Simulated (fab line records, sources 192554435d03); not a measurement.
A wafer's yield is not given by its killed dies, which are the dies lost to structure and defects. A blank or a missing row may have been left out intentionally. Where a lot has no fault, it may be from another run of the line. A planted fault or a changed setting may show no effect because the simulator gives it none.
Lot-split experiment    flow n5 finfet    21 wafers read from 7 lots, route of 1938 steps

THE SPLIT
At N5_SDB_ETCH_17 (etches SiARC in CF4, target depth 23.4 nm, time 39 s), the setting bias w was moved away from the recipe's 36 W on 7 of the 21 wafers read, by -11.7% to +6.2%. This setting was run at the recipe's value on the other wafers.

The split's own step is where the reading is taken.

THE READING
rf vpp V, in V, at N5_SDB_ETCH_17 (etches SiARC in CF4, target depth 23.4 nm, time 39 s). Typical for fault-free wafers on this fab line: 184.2 V, with standard deviation 0.97 V.

wafer   tool, chamber at the split  bias w as run, W  against the recipe  rf vpp V, V  against lot-mates on the recipe
L079.1  rie diel-05, 2              36                recipe              184.5        -
L079.4  rie diel-05, 1              36                recipe              185.2        -
L079.6  rie diel-05, 1              36                recipe              183.3        -
L080.1  rie diel-05, 2              36                recipe              184.0        -
L080.5  rie diel-05, 0              36                recipe              184.6        -
L080.6  rie diel-05, 3              36                recipe              184.2        -
L082.1  rie diel-01, 1              36                recipe              184.4        -
L082.2  rie diel-01, 3              36                recipe              184.2        -
L082.6  rie diel-01, 0              36                recipe              183.7        -
L084.2  rie diel-01, 0              33.25             -7.6%               174.8        no lot-mate on the recipe
L084.3  rie diel-01, 2              33.25             -7.6%               175.9        no lot-mate on the recipe
L084.4  rie diel-01, 3              33.25             -7.6%               174.2        no lot-mate on the recipe
L087.1  rie diel-04, 0              36                recipe              184.3        -
L087.4  rie diel-04, 3              36                recipe              184.8        -
L087.6  rie diel-04, 1              38.23             +6.2%               190.2        +5.6
L089.3  rie diel-01, 1              36                recipe              185.3        -
L089.4  rie diel-01, 2              36                recipe              184.3        -
L089.5  rie diel-01, 1              33.95             -5.7%               176.1        -8.7
L095.1  rie diel-05, 3              36                recipe              181.4        -
L095.3  rie diel-05, 0              31.79             -11.7%              170.5        -10.9
L095.6  rie diel-05, 3              31.79             -11.7%              169.2        -12.2

FIT RESULTS
A straight line over all 21 wafers: rf vpp V changes by +1.2 V for each +1% of bias w; r = +0.99; the points scatter about the line by 0.95 V.
The same after taking each lot's own level away (the mean of its wafers on the recipe; 18 wafers): +1.02 V for each +1%; r = +0.98; scatter 0.88 V.
On that fit, the largest move of bias w shifts the reading by 12 V.
Across the lots, their own levels run from 181.40 to 184.80 V, a range of 3.5 times the standard deviation given above.
Hence the slope depends on the lot-to-lot level, as the two fits are not the same.
Check: with one of the wafers moved furthest among these (-11.7%) left out of the fit, the line predicts -12.9 V for it against its lot-mates. It came out at -10.9 V against them.
Tool readings at the split's step, against how far the setting was moved: rf vpp V r = +0.99.

THESE WAFERS: OTHER SPLITS
These wafers also went through other splits before the reading. Each is held against what the fit with the lots' levels taken away leaves over:
other split on the same wafers  wafers away from the commonest value  r with rf vpp V (lot level and that fit taken away)
N5_DUMMY_GATE_ETCH_37 source w  4                                     +0.00
N5_SD_EPI_P_COAT_35 spin rpm    5                                     +0.19
N5_SD_EPI_P_PEB_07 peb time s   6                                     -0.05
N5_SDB_COAT_03 spin rpm         8                                     +0.00

THE FILE'S OWN FIT
rf vpp V changes by +1.06 V for each +1% of bias w, r = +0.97.
